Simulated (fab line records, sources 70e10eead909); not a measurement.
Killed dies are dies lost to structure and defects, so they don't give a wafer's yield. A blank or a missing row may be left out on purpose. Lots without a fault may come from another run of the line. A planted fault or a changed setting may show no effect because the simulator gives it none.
Which tool did it? | flow nand_harc | 13 lots, 39 wafers sampled, at 6 steps of a route of 1302

WHAT THE GAUGES READ, wafer by wafer
NHARC_A_DECK1_JOINT_THK_MEAS_17: measures by ellipsometry. Usual: thk_nm 44.8 nm, standard deviation 1.1.
lot  | measured     | on            | thk_nm (nm)    | flag
L393 | day 11 22:09 | film_metro-01 | 45.4 43.7 45.7 |
L394 | day 12 15:50 | film_metro-01 | 44.9 44.1 46.9 |
L395 | day 13 19:19 | film_metro-01 | 46.0 45.7 45.0 |
L397 | day 13 14:20 | film_metro-01 | 44.9 44.6 44.3 |
L399 | day 14 16:35 | film_metro-01 | 45.2 44.5 44.1 |
L398 | day 14 16:36 | film_metro-02 | 43.1 44.7 41.9 |
L406 | day 17 23:35 | film_metro-02 | 44.6 44.6 45.5 |
L408 | day 18 21:27 | film_metro-02 | 44.9 44.1 44.2 |
L407 | day 18 21:27 | film_metro-01 | 43.0 43.7 45.9 |
L410 | day 19 15:50 | film_metro-01 | 45.7 45.3 44.5 |
L414 | day 20 21:28 | film_metro-02 | 43.0 45.8 45.7 |
L415 | day 21 10:26 | film_metro-01 | 45.2 45.1 45.5 |
L416 | day 21 19:35 | film_metro-01 | 43.0 46.0 45.5 |

NHARC_A_ONON_D2_THK_MEAS_02: measures by ellipsometry. Usual: thk_nm 1003 nm, standard deviation 10.
lot  | measured     | on            | thk_nm (nm)    | flag
L393 | day 11 22:46 | film_metro-01 | 1003 1004 1003 |
L394 | day 12 16:27 | film_metro-01 | 994 996 993    |
L395 | day 13 19:56 | film_metro-01 | 1004 1002 1004 |
L397 | day 13 14:56 | film_metro-01 | 982 983 981    |
L399 | day 14 17:13 | film_metro-01 | 1019 1021 1019 |
L398 | day 14 17:13 | film_metro-02 | 1005 1003 1004 |
L406 | day 18 00:11 | film_metro-01 | 1660 1660 1661 | OFF
L408 | day 18 22:10 | film_metro-02 | 998 998 996    |
L407 | day 18 22:04 | film_metro-02 | 1655 1655 1655 | OFF
L410 | day 19 16:26 | film_metro-02 | 1006 1004 1006 |
L414 | day 20 22:05 | film_metro-01 | 1003 1001 1002 |
L415 | day 21 11:02 | film_metro-01 | 1000 1001 1001 |
L416 | day 21 20:11 | film_metro-01 | 991 991 992    |

NHARC_END_SORT_01. Usual: killed_at_array 52, standard deviation 16; killed_at_other 0.8, standard deviation 1.1; killed_at_periphery 4.2, standard deviation 2.5; killed_dies 57, standard deviation 16; killed_open 3.4, standard deviation 2; killed_short 2.6, standard deviation 1.6.
lot  | measured     | on        | killed_at_array | killed_at_other | killed_at_periphery | killed_dies | killed_open | killed_short | flag
L406 | day 29 19:32 | prober-01 | 673 671 674     | 1 0 0           | 3 6 3               | 677 677 677 | 5 3 1       | 5 1 1        | OFF
L407 | day 30 13:50 | prober-01 | 673 675 675     | 2 0 0           | 2 2 2               | 677 677 677 | 1 1 4       | 3 5 0        | OFF

WHICH TOOL RAN EACH LOT (tool, then ch and the chambers of the sampled wafers, then the start)
lot  | NHARC_A_CHANNEL_FILL_D1_ETCHBACK_20 | NHARC_A_DECK1_JOINT_CMP_02    | NHARC_A_ONON_D2_DEP_00
L393 | rie_diel-11 ch 1,2,3, day 9 15:33   | cmp-01 ch 0,3, day 11 21:29   | pecvd_onon-04 ch 0, day 11 22:15
L394 | rie_diel-08 ch 0,1,2, day 10 01:40  | cmp-03 ch 0,1,2, day 12 15:08 | pecvd_onon-02 ch 0, day 12 15:59
L395 | rie_diel-11 ch 0,2,3, day 10 21:53  | cmp-03 ch 0,1,2, day 13 18:38 | pecvd_onon-03 ch 0, day 13 19:25
L397 | rie_diel-03 ch 2,3, day 11 09:25    | cmp-04 ch 1,2,3, day 13 13:40 | pecvd_onon-02 ch 0, day 13 14:29
L399 | rie_diel-08 ch 2,3, day 12 04:41    | cmp-04 ch 2,3, day 14 15:57   | pecvd_onon-02 ch 0, day 14 16:41
L398 | rie_diel-11 ch 0,1, day 12 04:43    | cmp-03 ch 0,1,3, day 14 15:57 | pecvd_onon-03 ch 0, day 14 16:46
L406 | rie_diel-03 ch 0,2,3, day 14 22:52  | cmp-03 ch 0,1,3, day 17 22:55 | pecvd_onon-02 ch 0, day 17 23:44
L408 | rie_diel-11 ch 0,1,3, day 16 10:02  | cmp-04 ch 0,1,3, day 18 20:48 | pecvd_onon-04 ch 0, day 18 21:40
L407 | rie_diel-03 ch 0,1,2, day 16 10:03  | cmp-01 ch 1,2, day 18 20:47   | pecvd_onon-02 ch 0, day 18 21:40
L410 | rie_diel-03 ch 1,2,3, day 17 03:02  | cmp-03 ch 0,1,2, day 19 15:09 | pecvd_onon-04 ch 0, day 19 15:56
L414 | rie_diel-11 ch 0,3, day 18 12:34    | cmp-03 ch 1,2,3, day 20 20:47 | pecvd_onon-03 ch 0, day 20 21:34
L415 | rie_diel-03 ch 0,1,2, day 18 19:35  | cmp-01 ch 1,2, day 21 09:47   | pecvd_onon-04 ch 0, day 21 10:32
L416 | rie_diel-03 ch 2,3, day 19 09:12    | cmp-01 ch 1,2,3, day 21 18:55 | pecvd_onon-02 ch 0, day 21 19:41
- NHARC_A_CHANNEL_FILL_D1_ETCHBACK_20: etches the open film in C4F8/O2/Ar, target depth 27 nm, time 13.5 s.
- NHARC_A_DECK1_JOINT_CMP_02: polishes SiOx.
- NHARC_A_ONON_D2_DEP_00: target thk 1000 nm.

WHAT THE TOOLS THEMSELVES READ (means of the sampled wafers that have a number; where no wafer has one, the mark that the record gives instead)
NHARC_A_CHANNEL_FILL_D1_ETCHBACK_20. Usual: chamber_pressure_mTorr 25.002 mTorr, standard deviation 0.025; oes_product_au 0.96 a.u., standard deviation 0.038; rf_vpp_V 978 V, standard deviation 7.2.
lot  | tool        | chamber_pressure_mTorr (mTorr) | oes_product_au (a.u.) | rf_vpp_V (V) | flag
L393 | rie_diel-11 | 25.003                         | 1.01                  | 977          |
L394 | rie_diel-08 | 25.024                         | 1.00                  | 980          |
L395 | rie_diel-11 | 25.004                         | 0.93                  | 977          |
L397 | rie_diel-03 | 24.981                         | 0.92                  | 983          |
L399 | rie_diel-08 | 25.006                         | 0.99                  | 988          |
L398 | rie_diel-11 | 24.978                         | 1.00                  | 978          |
L406 | rie_diel-03 | 24.999                         | 1.00                  | 979          |
L408 | rie_diel-11 | 24.982                         | 0.92                  | 980          |
L407 | rie_diel-03 | 25.017                         | 0.97                  | 977          |
L410 | rie_diel-03 | 24.995                         | 1.01                  | 977          |
L414 | rie_diel-11 | 25.005                         | 0.93                  | 983          |
L415 | rie_diel-03 | 25.017                         | 0.93                  | 976          |
L416 | rie_diel-03 | 25.000                         | 0.92                  | 979          |

NHARC_A_DECK1_JOINT_CMP_02. Usual: motor_current_A 11.5 A, standard deviation 0.94.
lot  | tool   | motor_current_A (A) | flag
L393 | cmp-01 | 11.5                |
L394 | cmp-03 | 10.9                |
L395 | cmp-03 | 11.1                |
L397 | cmp-04 | 11.5                |
L399 | cmp-04 | 11.5                |
L398 | cmp-03 | 11.1                |
L406 | cmp-03 | 11.0                |
L408 | cmp-04 | 11.6                |
L407 | cmp-01 | 12.2                |
L410 | cmp-03 | 10.9                |
L414 | cmp-03 | 11.4                |
L415 | cmp-01 | 12.1                |
L416 | cmp-01 | 11.7                |

THE ANSWER, worked out from the rows above alone
Rule: a lot is off if the mean of its wafers that have a number lies more than 3 standard deviations from the usual mean. A lot without any number at a reading at which 4 lots or more have one is off too. The other lots that the step has rows for count as sound. The gauges are gone through in route order, then the tools' own readings, and for those a lot's mean is taken as printed above. The first step at which some lot is off is used, and at that step the reading that is off furthest; a lot without a number counts as furthest.
Off: L406, L407, at NHARC_A_ONON_D2_THK_MEAS_02 (thk_nm).
A tool fits if, at a process step before that reading, it ran every lot that is off, and no sound lot after the first of them. The gauges at NHARC_A_ONON_D2_THK_MEAS_02 aren't tried: what is off there is off at NHARC_END_SORT_01 too, on other tools, and a gauge's error can't cause that. None of those tried fits.

WHAT THE SIMULATOR HAD PUT IN
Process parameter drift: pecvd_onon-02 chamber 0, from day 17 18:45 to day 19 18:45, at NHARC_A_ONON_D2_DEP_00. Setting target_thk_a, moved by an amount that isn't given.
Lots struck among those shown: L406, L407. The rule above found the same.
